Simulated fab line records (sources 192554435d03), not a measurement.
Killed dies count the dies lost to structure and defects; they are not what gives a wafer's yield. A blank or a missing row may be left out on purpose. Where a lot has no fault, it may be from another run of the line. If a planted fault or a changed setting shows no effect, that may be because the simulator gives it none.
Problem report, 8D (eight disciplines) form, completed by code ; flow n5-finfet ; the parts of the form that need people (team, actions taken, sign-off) are left out

== 1. THE ISSUE ==
run-length-s at N5_FIN_CUT_ETCH_21 reads a mean of 504.1 s on 4 wafers of 3 lots; wafers without a fault read 547.0 s with a standard deviation of 0.43. That is -99 or more standard deviations from the usual mean.
The step: etches SOC in N2/H2, target depth 219 nm, overetch 43.8 nm, time 523.5 s.
The first sign was on wafer L316.5 at day 5 16:32, on rie-diel-04. At this step, 28 wafers from 10 lots have a number in the record. The rule behind "out" and "out of limits": a value lying over 4 standard deviations away from the usual mean. The rest of the wafers with a number are treated as sound.

== 2. WHAT IT IS AND WHAT IT IS NOT ==
question;is;is not
which readings at this step;run-length-s;drypump-motor-current-A, oes-product-au, rf-vpp-V, showerhead-plenum-p-Torr, throttle-valve-pct
which lots;L316, L317, L320;L302, L304, L305, L311, L312, L313, L315
which wafers of those lots;L316.5, L317.4, L317.5, L320.5;L316.2, L316.3, L320.1
read on which tools;rie-diel-04;rie-diel-02, rie-diel-06
when;from day 5 16:32;"up to then (23 sound wafers); but 1 sound wafer of L320 came after"

== 3. SUSPECTS, AND WHAT RULES EACH OUT ==
Counting: a tool at a process step up to the reading stays a suspect if it ran every lot that is out. Sound lots after the first of them don't rule it out here, since some wafers of a struck lot are sound.
- rie-diel-04 at N5_FIN_CUT_ETCH_21 (etches SOC in N2/H2, target depth 219 nm, overetch 43.8 nm, time 523.5 s): kept. It ran every lot that is out, first L316 (day 5 16:32); its last sound lot up to then is L315 (day 5 13:59). Out on those wafers are its own readings of run-length-s.
Left after counting: rie-diel-04 at N5_FIN_CUT_ETCH_21.

== 4. THE CAUSE (what the simulator had put in) ==
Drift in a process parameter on rie-diel-04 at N5_FIN_CUT_ETCH_21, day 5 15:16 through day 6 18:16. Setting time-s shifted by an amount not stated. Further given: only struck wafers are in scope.
This tool alone remained once counting was done.

== 5. SEQUENCE OF EFFECTS, ordered by route ==
Each row: a reading where the mean over the struck wafers with a number is more than 3 standard deviations away from the usual. Only readings whose record carries a usual standard deviation are examined. hours: median over the lots of the time between each lot's start at the first step of this table that gives one and its start at this step. sigmas: the change, counted in usual standard deviations.
hours;step;reading;usual;on struck wafers;change;sigmas
0;N5_FIN_CUT_ETCH_21;run-length-s;547.0 s;504.1;-42.9;-99 or more
255;N5_PASSIVATION_PROBE_49;defect-limited-yield;90.5 %;79.3;-11.2;-6.6
255;N5_PASSIVATION_PROBE_49;killed-at-front-end;45;144;+100;+7.1
255;N5_PASSIVATION_PROBE_49;killed-dies;112;244;+132;+6.3
255;N5_PASSIVATION_PROBE_49;sort_bin_5_function;5.6 %;15.6;+10.0;+8.3
255;N5_PASSIVATION_PROBE_49;sort-n-pass;1068;936;-132;-6.3
255;N5_PASSIVATION_PROBE_49;sort-yield-pct;90.5 %;79.3;-11.2;-6.2
It contains these process steps:
- N5_FIN_CUT_ETCH_21: etches SOC in N2/H2, target depth 219 nm, overetch 43.8 nm, time 523.5 s.
- N5_PASSIVATION_PROBE_49
Later measuring or inspecting steps at which every struck wafer that the step has a row for has a number for every such reading, and none has moved that far: N5_BEOL_M4_RC_MEAS_101.

== 6. HOW IT WOULD HAVE BEEN CAUGHT EARLIER ==
In this record the first reading out of limits was taken at day 5 16:32, 1 hour after the fault began at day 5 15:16.
